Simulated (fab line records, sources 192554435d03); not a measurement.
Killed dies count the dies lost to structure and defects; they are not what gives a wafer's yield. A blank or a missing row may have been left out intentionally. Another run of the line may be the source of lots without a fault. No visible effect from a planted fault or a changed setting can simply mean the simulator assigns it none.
Matching of chambers -- flow n5_finfet -- N5_SDB_HM_DEP_00 on pecvd-03 has 3 sister chambers
The step deposits SiNx from SiH4/NH3/N2, target thk 40 nm, time 35.3 s. 3 wafers are shown with their chamber, then 9 later ones without.

== EACH WAFER AND ITS CHAMBER ==
wafer,chamber,throttle_valve_pct (%)
L087.5,1,41.8
L089.3,2,37.9
L089.6,0,40.5

== WAFERS WITHOUT THEIR CHAMBER ==
wafer,throttle_valve_pct (%)
L092.2,41.9
L092.4,42.1
L092.5,37.6
L093.1,41.8
L093.5,42.2
L093.6,40.7
L096.2,42.2
L096.4,37.9
L096.6,42.1

== WHICH CHAMBER EACH ONE RAN IN ==
wafer,from the rows above,in truth
L092.2,1,1
L092.4,1,1
L092.5,2,2
L093.1,1,1
L093.5,1,1
L093.6,0,0
L096.2,1,1
L096.4,2,2
L096.6,1,1
Placed correctly: 9 of 9. Left unplaced by these rows: 0. 0 placed wrongly.
How it was worked out, from the rows above alone: a wafer's distance from a chamber is the root of the sum, over the readings, of the square of ((its reading less the chamber's mean) divided by the reading's scatter). If the next closest chamber is less than 2 further off than the closest, the wafer can't be placed; otherwise it belongs to the closest. The mean given for a chamber averages the wafers shown for that chamber. The scatter: root of mean squared gap, hidden wafer to nearest shown wafer, with one shown wafer a chamber.
